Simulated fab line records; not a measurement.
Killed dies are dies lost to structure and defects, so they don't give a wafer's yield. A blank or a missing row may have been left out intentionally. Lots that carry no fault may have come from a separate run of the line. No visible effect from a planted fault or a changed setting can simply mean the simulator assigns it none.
fab line records -- flow n5Finfet
record: lots: 4, wafers: 12, lastDay: 17
route steps=1938 shown DUMMY_GATE@225 PASSIVATION@1936
lots that met no fault: from a run of the same line without faults
startH: hours from the record's first day to the start of the lot's first wafer shown -- waitH: how many hours have passed since the lot's step before this one -- " as in the row above -- L1.1+2: a single row standing in for several wafers -- - either no value or no given start -- * or withheld: withheld -- < > ~ a bound
route shown NAME@n: a module of which the file shows steps, and the number in the route of the first -- usual: mean/standard deviation of fault-free wafers -- same: alike in all rows -- chamber/n: place in a boat -- sites: readings site by site -- _std_site: the values' standard deviation -- _edge_site: outer sites' mean less inner sites' -- radiusMm: how far each site lies from the wafer's centre -- mask NAME#n: copy n -- behind: tool/chamber where the wafer was last shaped -- hold: why the lot went on hold/how many hours it stayed there/how the hold came to an end -- device: names the non-switching transistor (n, p or np) -- end of line: the same wafers' tests at the end of the route -- for a step that has no rows: nothing shown but its recipe -- killed: at the first sort, the dies lost to defects and structure; wafer yield is something else -- map: the dies of a wafer, with x for killed, . for not killed, _ for no die there
set.NAME: the setting as run; set.NAME@STEP: as run at that earlier step -- model.NAME: the simulator's own value behind a step, which no gauge read
lots at some steps of the route; a table a step, a row a wafer
services: from which hour (startH, from the record's first day; less than 0 if before it) a tool's chamber was out of use, for how many hours, and why
== steps ==
step: N5_DUMMY_GATE_COAT_09
recipe: resist: CAR-EUV, spinRpm: 1500, resistThkNm: 30
step: N5_DUMMY_GATE_EBR_11
recipe: solvent: PGMEA, ebrWidthMm: 1.5
step: N5_DUMMY_GATE_SOFTBAKE_10
recipe: tempC: 110, timeS: 60, resist: CAR-EUV
step: N5_DUMMY_GATE_EXPOSE_12
recipe: maskId: GATE, na: 0.33, sourceShape: annular, sigmaInner: 0.2, sigmaOuter: 0.6, polarization: unpolarized, targetCdNm: 25, doseMj: 34
step: N5_DUMMY_GATE_PEB_13
recipe: pebTempC: 100, pebTimeS: 60, resist: CAR-EUV
step: N5_DUMMY_GATE_DEVELOP_14
recipe: developTimeS: 30, developer: TMAH, resist: CAR-EUV, rinseLiquid: surfactantRinse, dry: airSpin, devTempC: 23
step: N5_DUMMY_GATE_DESCUM_20
recipe: chemistry: O2, timeS: 6.2, sourcePowerW: 50, biasPowerW: 20, pressureMtorr: 20, rfFrequencyHz: 2.712e+07, tempC: 40, resist: CAR-EUV, o2FlowSccm: 225
step: N5_DUMMY_GATE_ETCH_29
recipe: chemistry: N2/H2, target: underlayer, targetDepthA: 130, ionEnergyEv: 200, pressureMtorr: 30, sourceW: 840, biasW: 150, n2FlowSccm: 200, h2FlowSccm: 200
step: N5_DUMMY_GATE_ETCH_36
recipe: chemistry: CF4, target: SiARC, targetDepthA: 130, pressureMtorr: 40, sourceW: 545, biasW: 36, Ar_flow_sccm: 100, cf4FlowSccm: 100, ionEnergyEv: 80
step: N5_DUMMY_GATE_ETCH_37
recipe: chemistry: N2/H2, target: SOC, targetDepthA: 600, overetchA: 300, tempC: 40, ionEnergyEv: 200, pressureMtorr: 30, sourceW: 840, biasW: 150, n2FlowSccm: 200, h2FlowSccm: 200
usual: drypumpMotorCurrentA: 5.7/0.4, h2FlowSccm: 200.1/0.6, oesProductAu: 0.63/0.058, rfVppV: 524.4/1.5, showerheadPlenumPTorr: 2.56/0.054, tempC: 40.01/0.11, throttleValvePct: 17.8/0.32
lot.wafer,tool,chamber,startH,waitH,drypumpMotorCurrentA,h2FlowSccm,oesProductAu,rfHoursCounterH,rfVppV,showerheadPlenumPTorr,tempC,throttleValvePct,model.etch.depthNm,model.SiARC_of_DUMMY_GATE_COAT_35.thkNm
L356.1,rieDiel-05,0,69.10,0.0,5.7,199.7,0.57,198,523.0,2.52,39.84,18.1,59.93,5
L356.2,rieDiel-05,1,69.10,0.0,6.2,199.9,0.66,60,525.0,2.57,39.97,18.0,59.77,5
L356.5,rieDiel-05,3,69.10,0.0,5.4,200.7,0.61,-,525.1,2.54,40.13,18.1,59.78,5
L360.1,rieDiel-05,1,88.63,0.0,6.3,199.4,0.66,65,523.7,2.57,39.96,18.0,59.97,5
L360.2,rieDiel-05,3,88.63,0.0,5.4,199.7,0.54,142,523.6,2.54,39.91,18.1,46.94,7.4
L360.3,rieDiel-05,2,88.63,0.0,5.0,200.1,0.74,9,526.2,2.60,40.11,17.1,59.8,4.8
L362.3,rieDiel-05,1,101.18,0.0,6.2,199.7,0.66,68,524.7,2.57,39.90,18.0,60.04,5
L362.5,rieDiel-05,1,101.18,0.0,6.2,200.6,0.66,-,525.2,2.57,39.92,18.0,59.82,5
L362.6,rieDiel-05,0,101.18,0.0,5.7,198.4,0.50,-,524.4,2.51,39.93,18.0,46.15,7.4
L373.3,rieDiel-03,3,173.44,0.0,6.3,200.4,0.72,34,525.8,2.60,39.99,17.6,60.27,5
L373.4,rieDiel-03,2,173.44,0.0,5.5,200.3,0.59,144,525.0,2.55,40.08,17.9,60.29,5
L373.5,rieDiel-03,2,173.44,0.0,5.5,200.7,0.58,-,525.0,2.55,40.17,17.9,60.32,5
step: N5_DUMMY_GATE_STRIP_38
recipe: chemistry: N2/H2, tempC: 40, n2FlowSccm: 200, h2FlowSccm: 200, rfFrequencyHz: 6e+07
step: N5_DUMMY_GATE_STRIP_39
recipe: chemistry: N2/H2, tempC: 40, n2FlowSccm: 200, h2FlowSccm: 200, rfFrequencyHz: 6e+07
step: N5_DUMMY_GATE_TRIM_49
recipe: chemistry: O2, resist: SOC, timeS: 29, targetCdNm: 14, sourcePowerW: 300, biasPowerW: 0, O2_flow_sccm: 100, tempC: 20
usual: drypumpMotorCurrentA: 5.7/0.52, heBacksideLeakSccm: 2.67/0.24, oesProductAu: 0.992/0.014, tempC: 20.01/0.1, throttleValvePct: 8.13/0.17
lot.wafer,tool,chamber,startH,waitH,drypumpMotorCurrentA,heBacksideLeakSccm,oesProductAu,rfHoursCounterH,tempC,throttleValvePct,model.DUMMY_GATE.cdNm
L356.1,rieSi-06,3,69.18,0.0,5.8,3.02,1.001,193,19.84,8.10,14
L356.2,rieSi-06,1,69.18,0.0,5.5,2.38,0.988,74,20.06,7.98,14
L356.5,rieSi-06,2,69.18,0.0,6.5,2.66,0.975,-,19.96,8.00,13.8
L360.1,rieSi-05,2,88.71,0.0,4.8,2.35,0.972,49,19.98,8.06,14.4
L360.2,rieSi-05,3,88.71,0.0,5.4,2.96,0.986,45,19.98,8.31,15
L360.3,rieSi-05,0,88.71,0.0,5.9,2.83,1.005,155,20.11,8.49,14
L362.3,rieSi-02,2,101.26,0.0,5.2,2.89,1.000,173,19.78,8.36,14.4
L362.5,rieSi-02,3,101.26,0.0,5.8,2.31,0.980,-,19.98,8.01,14.2
L362.6,rieSi-02,2,101.26,0.0,5.2,3.12,1.000,-,19.89,8.36,15.6
L373.3,rieSi-06,2,173.53,0.0,6.5,2.51,0.988,3,19.87,8.00,14.2
L373.4,rieSi-06,0,173.53,0.0,6.6,2.87,0.986,-,20.07,8.00,13.8
L373.5,rieSi-06,1,173.53,0.0,5.5,2.45,0.996,-,19.86,7.99,13.8
step: N5_DUMMY_GATE_STRIP_40
recipe: chemistry: CF4, resist: SiARC, powerW: 300, biasPowerW: 75, pressureMtorr: 50, cf4FlowSccm: 150, rfFrequencyHz: 6e+07
step: N5_DUMMY_GATE_CD_MEAS_50
recipe: targetCdNm: 14
usual: cdNm: 14.0/0.31
lot.wafer,tool,chamber,startH,waitH,cdNm
L356.1,cdSem-01,-,69.33,0.0,14.0
L356.2,cdSem-01,-,69.33,0.0,13.7
L356.5,cdSem-01,-,69.33,0.0,13.8
L360.1,cdSem-03,-,88.85,0.0,14.1
L360.2,cdSem-03,-,88.85,0.0,15.4
L360.3,cdSem-03,-,88.85,0.0,13.7
L362.3,cdSem-03,-,101.42,0.0,14.6
L362.5,cdSem-03,-,101.42,0.0,14.2
L362.6,cdSem-03,-,101.42,0.0,15.5
L373.3,cdSem-03,-,173.68,0.0,14.0
L373.4,cdSem-03,-,173.68,0.0,13.9
L373.5,cdSem-03,-,173.68,0.0,14.0
step: N5_DUMMY_GATE_ETCH_31
recipe: chemistry: C4F6/O2, target: SiO2, maskMaterial: SOC, targetDepthA: 825, timeS: 27.5, ionEnergyEv: 250, pressureMtorr: 30, sourceW: 345, biasW: 185, Ar_flow_sccm: 300, C4F6_flow_sccm: 10, O2_flow_sccm: 10
usual: C4F6_flow_sccm: 10.00/0.03, drypumpMotorCurrentA: 5.7/0.41, oesProductAu: 0.81/0.079, rfVppV: 663/6.8, showerheadPlenumPTorr: 2.86/0.058, throttleValvePct: 21.1/0.31
lot.wafer,tool,chamber,startH,waitH,C4F6_flow_sccm,drypumpMotorCurrentA,oesProductAu,rfHoursCounterH,rfVppV,showerheadPlenumPTorr,throttleValvePct
L356.1,rieDiel-01,1,69.38,0.0,10.05,5.8,0.89,45,677,2.90,21.1
L356.2,rieDiel-01,2,69.38,0.0,10.04,5.7,0.90,24,671,2.78,20.8
L356.5,rieDiel-01,2,69.38,0.0,9.99,5.7,0.90,-,672,2.78,20.8
L360.1,rieDiel-05,1,89.09,0.2,10.04,6.2,0.84,65,665,2.89,21.4
L360.2,rieDiel-05,2,89.09,0.2,10.00,5.0,0.35,9,651,2.92,20.2
L360.3,rieDiel-05,3,89.09,0.2,10.04,5.4,0.78,142,659,2.84,21.6
L362.3,rieDiel-05,2,101.46,0.0,10.00,5.0,0.94,12,650,2.92,20.6
L362.5,rieDiel-05,1,101.46,0.0,10.04,6.2,0.84,-,664,2.88,21.4
L362.6,rieDiel-05,2,101.46,0.0,9.97,5.0,0.34,-,652,2.92,20.2
L373.3,rieDiel-01,1,173.72,0.0,10.00,5.7,0.84,74,678,2.89,21.1
L373.4,rieDiel-01,2,173.72,0.0,9.98,5.7,0.84,53,670,2.77,20.8
L373.5,rieDiel-01,3,173.72,0.0,10.01,5.2,0.68,-,666,2.91,21.2
step: N5_DUMMY_GATE_STRIP_41
recipe: chemistry: O2, powerW: 400, tempC: 40, pressureMtorr: 30, rfFrequencyHz: 6e+07, biasPowerW: 0, overashFraction: 0.3, o2FlowSccm: 225
step: N5_DUMMY_GATE_ETCH_32
recipe: chemistry: CF4, target: SiO2, targetDepthA: 35, timeS: 3.9, ionEnergyEv: 350, pressureMtorr: 10, icpW: 800, biasW: 400, cf4FlowSccm: 80
step: N5_DUMMY_GATE_ETCH_23
recipe: chemistry: HBr/Cl2/O2, HBr_flow_sccm: 150, Cl2_flow_sccm: 80, O2_flow_sccm: 12, biasW: 102, targetDepthA: 410, timeS: 22.3, target: poly-Si, maskMaterial: SiO2, pressureMtorr: 10, icpW: 800
step: N5_DUMMY_GATE_ETCH_44
recipe: chemistry: HBr/O2, overEtchFrac: 0.7, targetDepthA: 1275, stopOn: SiO2, ionEnergyEv: 60, biasW: 20, target: poly-Si, maskMaterial: SiO2, pressureMtorr: 20, icpW: 400, HBr_flow_sccm: 120, O2_flow_sccm: 10
usual: drypumpMotorCurrentA: 5.6/0.38, heBacksideLeakSccm: 2.63/0.28, oesProductAu: 0.726/0.01, throttleValvePct: 18.51/0.25
lot.wafer,tool,chamber,startH,waitH,drypumpMotorCurrentA,heBacksideLeakSccm,oesProductAu,rfHoursCounterH,throttleValvePct
L356.1,rieSi-02,3,69.72,0.0,5.8,2.55,0.710,33,18.40
L356.2,rieSi-02,1,69.72,0.0,5.4,2.35,0.727,67,18.73
L356.5,rieSi-02,3,69.72,0.0,5.7,2.43,0.721,-,18.41
L360.1,rieSi-02,0,89.42,0.0,5.9,2.71,0.731,76,18.15
L360.2,rieSi-02,1,89.42,0.0,5.3,2.24,0.378,67,18.72
L360.3,rieSi-02,2,89.42,0.0,5.2,2.83,0.725,173,18.71
L362.3,rieSi-05,1,101.79,0.0,5.7,2.74,0.717,117,18.37
L362.5,rieSi-05,1,101.79,0.0,5.8,2.83,0.735,-,18.36
L362.6,rieSi-05,0,101.79,0.0,5.9,2.59,0.376,-,18.87
L373.3,rieSi-02,0,174.06,0.0,5.9,2.77,0.728,78,18.17
L373.4,rieSi-02,1,174.06,0.0,5.3,2.26,0.738,69,18.73
L373.5,rieSi-02,1,174.06,0.0,5.4,2.38,0.736,-,18.74
step: N5_DUMMY_GATE_CD_MEAS_24
recipe: targetCdNm: 15
usual: cdNm: 15.1/0.31
lot.wafer,tool,chamber,startH,waitH,cdNm
L356.1,cdSem-02,-,69.83,0.1,15.3
L356.2,cdSem-02,-,69.83,0.1,14.7
L356.5,cdSem-02,-,69.83,0.1,15.0
L360.1,cdSem-03,-,89.53,0.1,15.5
L360.2,cdSem-03,-,89.53,0.1,-
L360.3,cdSem-03,-,89.53,0.1,15.0
L362.3,cdSem-03,-,101.91,0.1,15.1
L362.5,cdSem-03,-,101.91,0.1,15.5
L362.6,cdSem-03,-,101.91,0.1,-
L373.3,cdSem-01,-,174.17,0.1,15.3
L373.4,cdSem-01,-,174.17,0.1,15.1
L373.5,cdSem-01,-,174.17,0.1,14.9
step: N5_DUMMY_GATE_ETCH_42
recipe: chemistry: CHF3/O2, target: SiO2, targetDepthA: 35, timeS: 31, ionEnergyEv: 30, biasW: 12, pressureMtorr: 30, sourceW: 600, Ar_flow_sccm: 200, CHF3_flow_sccm: 50, O2_flow_sccm: 5
usual: drypumpMotorCurrentA: 5.8/0.36, oesProductAu: 0.81/0.074, rfVppV: 42.4/0.79, showerheadPlenumPTorr: 2.42/0.051, throttleValvePct: 18.74/0.25
lot.wafer,tool,chamber,startH,waitH,drypumpMotorCurrentA,oesProductAu,rfHoursCounterH,rfVppV,showerheadPlenumPTorr,throttleValvePct,model.DUMMY_GATE.cdNm
L356.1,rieDiel-01,2,69.88,0.0,5.7,0.89,24,42.6,2.36,18.37,15.2
L356.2,rieDiel-01,1,69.88,0.0,5.7,0.87,45,43.1,2.46,18.65,15
L356.5,rieDiel-01,2,69.88,0.0,5.7,0.90,-,42.2,2.36,18.39,15
L360.1,rieDiel-03,1,89.58,0.0,6.1,0.76,127,42.7,2.52,18.70,15.4
L360.2,rieDiel-03,2,89.58,0.0,5.5,0.77,117,42.9,2.42,18.69,15.8
L360.3,rieDiel-03,3,89.58,0.0,6.2,0.97,7,41.3,2.46,18.55,15.2
L362.3,rieDiel-03,0,101.95,0.0,6.2,0.81,101,41.7,2.33,18.48,15.2
L362.5,rieDiel-03,2,101.95,0.0,5.4,0.76,-,42.3,2.42,18.70,15.4
L362.6,rieDiel-03,3,101.95,0.0,6.3,0.94,-,41.1,2.46,18.54,16.8
L373.3,rieDiel-01,1,174.22,0.0,5.7,0.84,74,42.8,2.44,18.70,15
L373.4,rieDiel-01,3,174.22,0.0,5.2,0.68,249,43.5,2.47,18.88,14.8
L373.5,rieDiel-01,2,174.22,0.0,5.7,0.85,-,43.6,2.35,18.42,15
step: N5_DUMMY_GATE_STRIP_48
recipe: chemistry: N2/H2, timeS: 20, powerW: 100, tempC: 40, pressureMtorr: 100, rfFrequencyHz: 6e+07, biasPowerW: 3, n2FlowSccm: 300, h2FlowSccm: 300
step: N5_PASSIVATION_PROBE_49
usual: killed_at_M0_to_M3: 33/8.9, killed_at_M4_up: 15/5.4, killedAtContacts: 13/5.8, killedAtFrontEnd: 39/9.9, killedAtOther: 3.2/2.9, killedDies: 102/15, killedOnRim: 13/3.7, killedOpen: 68/12, killedShort: 34/7.6
same: grossDies: 1180, killedAtBackSide: 0
lot.wafer,tool,chamber,startH,waitH,killed_at_M0_to_M3,killed_at_M4_up,killedAtContacts,killedAtFrontEnd,killedAtOther,killedDies,killedOnRim,killedOpen,killedShort
L356.1,prober-02,-,286.42,0.0,36,12,5,43,5,101,8,60,41
L356.2,prober-02,-,286.47,0.1,51,9,8,34,1,103,12,59,44
L356.5,prober-02,-,286.62,0.2,45,13,4,37,2,101,12,64,37
L360.1,prober-01,-,317.92,0.0,41,13,6,48,7,115,17,75,40
L360.2,prober-01,-,317.97,0.1,43,12,7,1108,10,1180,152,62,40
L360.3,prober-01,-,318.02,0.1,31,21,7,50,7,116,12,75,41
L362.3,prober-01,-,331.66,0.1,24,17,9,50,3,103,7,52,50
L362.5,prober-01,-,331.76,0.2,36,13,14,49,2,114,12,78,36
L362.6,prober-01,-,331.81,0.3,30,25,14,1111,0,1180,152,87,40
L373.3,prober-02,-,396.71,0.1,45,10,9,33,4,101,12,60,41
L373.4,prober-02,-,396.76,0.2,40,17,19,23,11,110,18,77,33
L373.5,prober-02,-,396.81,0.2,49,14,11,42,1,117,20,82,35
killed by level:class
L356.1 FIN_SAQP:geometricParticle:open=7 BEOL_M3:geometricParticle:short=7 BEOL_M2:geometricParticle:open=7 FIN_SAQP:geometricParticle:short=6 DUMMY_GATE:geometricParticle:open=6 BEOL_M1:geometricParticle:open=6 MOL_CONTACT_COAG:geometricParticle:open=5 ILD0:geometricParticle:open=4
L356.2 BEOL_M0_SAQP:geometricParticle:open=13 BEOL_M2:geometricParticle:open=10 BEOL_M0_SAQP:geometricParticle:short=9 DUMMY_GATE:geometricParticle:open=8 MOL_CONTACT_COAG:geometricParticle:open=8 BEOL_M2:geometricParticle:short=6 BEOL_M3:geometricParticle:open=5 STARTING-WAFER:geometricParticle:short=5
L356.5 BEOL_M0_SAQP:geometricParticle:short=16 BEOL_M0_SAQP:geometricParticle:open=13 FIN_SAQP:geometricParticle:open=11 DUMMY_GATE:geometricParticle:open=6 BEOL_M2:geometricParticle:open=6 BEOL_M4:geometricParticle:open=6 FIN_SAQP:geometricParticle:short=5 STI_FIN_REVEAL:geometricParticle:open=5
L360.1 STI_FIN_REVEAL:geometricParticle:open=15 BEOL_M0_SAQP:geometricParticle:open=13 BEOL_M0_SAQP:geometricParticle:short=12 FIN_SAQP:geometricParticle:open=10 BEOL_M1:geometricParticle:open=7 ILD0:geometricParticle:short=6 BEOL_M4:geometricParticle:open=6 FIN_SAQP:geometricParticle:short=4
L360.2 DUMMY_GATE:areaEtch=1078 BEOL_M0_SAQP:geometricParticle:open=9 BEOL_M1:geometricParticle:open=9 STI_FIN_REVEAL:geometricParticle:open=8 BEOL_M0_SAQP:geometricParticle:short=7 BEOL_M2:geometricParticle:open=6 PAD_METAL:geometricParticle:open=6 MOL_CONTACT_COAG:geometricParticle:open=5
L360.3 BEOL_M4:geometricParticle:open=12 STI_FIN_REVEAL:geometricParticle:open=11 BEOL_M1:geometricParticle:open=10 FIN_SAQP:geometricParticle:open=9 BEOL_M0_SAQP:geometricParticle:short=7 BEOL_M0_SAQP:geometricParticle:open=7 FIN_SAQP:geometricParticle:short=6 MOL_CONTACT_COAG:geometricParticle:open=5
L362.3 GATE_CUT:geometricParticle:short=12 FIN_SAQP:geometricParticle:short=10 FIN_SAQP:geometricParticle:open=7 STI_FIN_REVEAL:geometricParticle:open=6 BEOL_M0_SAQP:geometricParticle:open=6 BEOL_M5:geometricParticle:open=6 MOL_CONTACT_COAG:geometricParticle:short=5 BEOL_M0_SAQP:geometricParticle:short=5
L362.5 STI_FIN_REVEAL:geometricParticle:open=16 MOL_CONTACT_COAG:geometricParticle:open=10 BEOL_M3:geometricParticle:open=9 FIN_SAQP:geometricParticle:open=7 STI_FIN_REVEAL:geometricParticle:short=7 FIN_SAQP:geometricParticle:short=6 BEOL_M4:geometricParticle:open=6 BEOL_M0_SAQP:geometricParticle:short=5
L362.6 DUMMY_GATE:areaEtch=1053 STI_FIN_REVEAL:geometricParticle:open=14 BEOL_M4:geometricParticle:open=13 FIN_SAQP:geometricParticle:short=11 MOL_CONTACT_COAG:geometricParticle:open=10 DUMMY_GATE:geometricParticle:open=8 BEOL_M3:geometricParticle:open=5 BEOL_M1:geometricParticle:short=5
L373.3 BEOL_M0_SAQP:geometricParticle:short=16 FIN_SAQP:geometricParticle:open=13 MOL_CONTACT_COAG:geometricParticle:open=7 BEOL_M0_SAQP:geometricParticle:open=7 BEOL_M1:geometricParticle:open=7 BEOL_M3:geometricParticle:open=6 BEOL_M0:geometricParticle:short=4 STARTING-WAFER:geometricParticle:short=4
L373.4 MOL_CONTACT_COAG:geometricParticle:open=16 BEOL_M0_SAQP:geometricParticle:short=8 BEOL_M0_SAQP:geometricParticle:open=8 BEOL_M1:geometricParticle:open=8 BEOL_M4:geometricParticle:open=7 BEOL_M3:geometricParticle:open=6 DUMMY_GATE:geometricParticle:open=5 BEOL_M2:geometricParticle:open=4
L373.5 BEOL_M1:geometricParticle:open=12 MOL_CONTACT_COAG:geometricParticle:open=9 FIN_SAQP:geometricParticle:open=8 FIN_SAQP:geometricParticle:short=7 BEOL_M3:geometricParticle:open=7 BEOL_M2:geometricParticle:open=7 BEOL_M0_SAQP:geometricParticle:short=6 BEOL_M0_SAQP:geometricParticle:open=6
map L360.2 (x killed, . not)
_________________xxxxxxxxxxxx________________
______________xxxxxxxxxxxxxxxxxx_____________
___________xxxxxxxxxxxxxxxxxxxxxxxx__________
__________xxxxxxxxxxxxxxxxxxxxxxxxxx_________
________xxxxxxxxxxxxxxxxxxxxxxxxxxxxxx_______
_______xxxxxxxxxxxxxxxxxxxxxxxxxxxxxxxx______
______xxxxxxxxxxxxxxxxxxxxxxxxxxxxxxxxxx_____
_____xxxxxxxxxxxxxxxxxxxxxxxxxxxxxxxxxxxx____
____xxxxxxxxxxxxxxxxxxxxxxxxxxxxxxxxxxxxxx___
___xxxxxxxxxxxxxxxxxxxxxxxxxxxxxxxxxxxxxxxx__
___xxxxxxxxxxxxxxxxxxxxxxxxxxxxxxxxxxxxxxxx__
__xxxxxxxxxxxxxxxxxxxxxxxxxxxxxxxxxxxxxxxxxx_
__xxxxxxxxxxxxxxxxxxxxxxxxxxxxxxxxxxxxxxxxxx_
_xxxxxxxxxxxxxxxxxxxxxxxxxxxxxxxxxxxxxxxxxxxx
_xxxxxxxxxxxxxxxxxxxxxxxxxxxxxxxxxxxxxxxxxxxx
_xxxxxxxxxxxxxxxxxxxxxxxxxxxxxxxxxxxxxxxxxxxx
_xxxxxxxxxxxxxxxxxxxxxxxxxxxxxxxxxxxxxxxxxxxx
_xxxxxxxxxxxxxxxxxxxxxxxxxxxxxxxxxxxxxxxxxxxx
_xxxxxxxxxxxxxxxxxxxxxxxxxxxxxxxxxxxxxxxxxxxx
_xxxxxxxxxxxxxxxxxxxxxxxxxxxxxxxxxxxxxxxxxxxx
_xxxxxxxxxxxxxxxxxxxxxxxxxxxxxxxxxxxxxxxxxxxx
__xxxxxxxxxxxxxxxxxxxxxxxxxxxxxxxxxxxxxxxxxx_
__xxxxxxxxxxxxxxxxxxxxxxxxxxxxxxxxxxxxxxxxxx_
___xxxxxxxxxxxxxxxxxxxxxxxxxxxxxxxxxxxxxxxx__
___xxxxxxxxxxxxxxxxxxxxxxxxxxxxxxxxxxxxxxxx__
____xxxxxxxxxxxxxxxxxxxxxxxxxxxxxxxxxxxxxx___
_____xxxxxxxxxxxxxxxxxxxxxxxxxxxxxxxxxxxx____
______xxxxxxxxxxxxxxxxxxxxxxxxxxxxxxxxxx_____
_______xxxxxxxxxxxxxxxxxxxxxxxxxxxxxxxx______
________xxxxxxxxxxxxxxxxxxxxxxxxxxxxxx_______
__________xxxxxxxxxxxxxxxxxxxxxxxxxx_________
___________xxxxxxxxxxxxxxxxxxxxxxxx__________
______________xxxxxxxxxxxxxxxxxx_____________
_________________xxxxxxxxxxxx________________
map L362.6 (x killed, . not)
_________________xxxxxxxxxxxx________________
______________xxxxxxxxxxxxxxxxxx_____________
___________xxxxxxxxxxxxxxxxxxxxxxxx__________
__________xxxxxxxxxxxxxxxxxxxxxxxxxx_________
________xxxxxxxxxxxxxxxxxxxxxxxxxxxxxx_______
_______xxxxxxxxxxxxxxxxxxxxxxxxxxxxxxxx______
______xxxxxxxxxxxxxxxxxxxxxxxxxxxxxxxxxx_____
_____xxxxxxxxxxxxxxxxxxxxxxxxxxxxxxxxxxxx____
____xxxxxxxxxxxxxxxxxxxxxxxxxxxxxxxxxxxxxx___
___xxxxxxxxxxxxxxxxxxxxxxxxxxxxxxxxxxxxxxxx__
___xxxxxxxxxxxxxxxxxxxxxxxxxxxxxxxxxxxxxxxx__
__xxxxxxxxxxxxxxxxxxxxxxxxxxxxxxxxxxxxxxxxxx_
__xxxxxxxxxxxxxxxxxxxxxxxxxxxxxxxxxxxxxxxxxx_
_xxxxxxxxxxxxxxxxxxxxxxxxxxxxxxxxxxxxxxxxxxxx
_xxxxxxxxxxxxxxxxxxxxxxxxxxxxxxxxxxxxxxxxxxxx
_xxxxxxxxxxxxxxxxxxxxxxxxxxxxxxxxxxxxxxxxxxxx
_xxxxxxxxxxxxxxxxxxxxxxxxxxxxxxxxxxxxxxxxxxxx
_xxxxxxxxxxxxxxxxxxxxxxxxxxxxxxxxxxxxxxxxxxxx
_xxxxxxxxxxxxxxxxxxxxxxxxxxxxxxxxxxxxxxxxxxxx
_xxxxxxxxxxxxxxxxxxxxxxxxxxxxxxxxxxxxxxxxxxxx
_xxxxxxxxxxxxxxxxxxxxxxxxxxxxxxxxxxxxxxxxxxxx
__xxxxxxxxxxxxxxxxxxxxxxxxxxxxxxxxxxxxxxxxxx_
__xxxxxxxxxxxxxxxxxxxxxxxxxxxxxxxxxxxxxxxxxx_
___xxxxxxxxxxxxxxxxxxxxxxxxxxxxxxxxxxxxxxxx__
___xxxxxxxxxxxxxxxxxxxxxxxxxxxxxxxxxxxxxxxx__
____xxxxxxxxxxxxxxxxxxxxxxxxxxxxxxxxxxxxxx___
_____xxxxxxxxxxxxxxxxxxxxxxxxxxxxxxxxxxxx____
______xxxxxxxxxxxxxxxxxxxxxxxxxxxxxxxxxx_____
_______xxxxxxxxxxxxxxxxxxxxxxxxxxxxxxxx______
________xxxxxxxxxxxxxxxxxxxxxxxxxxxxxx_______
__________xxxxxxxxxxxxxxxxxxxxxxxxxx_________
___________xxxxxxxxxxxxxxxxxxxxxxxx__________
______________xxxxxxxxxxxxxxxxxx_____________
_________________xxxxxxxxxxxx________________
== services ==
tool,chamber,startH,hours,kind
rieDiel-01,0,45.22,2.3,repair
rieDiel-03,3,47.62,-,clean
rieDiel-03,3,47.62,-,consumableReplace:focusRing
rieDiel-03,3,47.62,16.9,scheduledDown
rieDiel-03,3,47.62,16.9,ventCycle
rieSi-02,3,70.82,6.4,repair
rieDiel-05,0,106.62,15.8,repair
rieSi-06,-,108.43,0.6,repair
rieDiel-01,0,123.95,6.4,repair
rieSi-06,3,154.25,-,clean
rieSi-06,3,154.25,25.8,scheduledDown
rieSi-06,3,154.25,25.8,ventCycle
== key ==
firstSign: step: N5_DUMMY_GATE_CD_MEAS_50, reading: cdNm, direction: up, sigmas: 4.7, usual: 14.0, struck: 15.5
effect: step: N5_DUMMY_GATE_ETCH_31, reading: oesProductAu, direction: down, sigmas: 5.9, usual: 0.81, struck: 0.35
effect: step: N5_DUMMY_GATE_ETCH_44, reading: oesProductAu, direction: down, sigmas: 34, usual: 0.726, struck: 0.377
effect: step: N5_DUMMY_GATE_CD_MEAS_24, reading: cdNm, direction: missing
effect: step: N5_PASSIVATION_PROBE_49, reading: killedAtFrontEnd, direction: up, sigmas: 99+, usual: 39, struck: 1110
modelEffect: step: N5_DUMMY_GATE_ETCH_37, value: etch.depthNm, without: 59.82, struck: 46.54
modelEffect: step: N5_DUMMY_GATE_TRIM_49, value: DUMMY_GATE.cdNm, without: 14.3, struck: 15.3
modelEffect: step: N5_DUMMY_GATE_ETCH_42, value: DUMMY_GATE.cdNm, without: 15.1, struck: 16.3
moreKillsBornAt: N5_DUMMY_GATE_ETCH_37@rieDiel-05: 2131
metAt N5_DUMMY_GATE_ETCH_37
struckWafers L360.2,L362.6
laterRowsLeftOut L360.2,L362.6
testerLeftOut L360,L362
onsetBetween 69.10 88.63
fault: kind: processParameterDrift, tool: rieDiel-05, chamber: -, onsetH: 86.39, steps: N5_DUMMY_GATE_ETCH_37, channel: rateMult, offset: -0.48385, shape: step, endH: 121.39, scope: struckWafersOnly
testerLeftOut: of these lots the tester's yield and bins aren't shown, on N5 and GAA mostly nor the transistor test; their killed dies are dies lost to structure and defects alone, not to doping, threshold or leakage, so they don't give the yield
laterRowsLeftOut: the simulator's readings of these wafers behind a module that went badly wrong aren't trusted and aren't shown, but for the sort
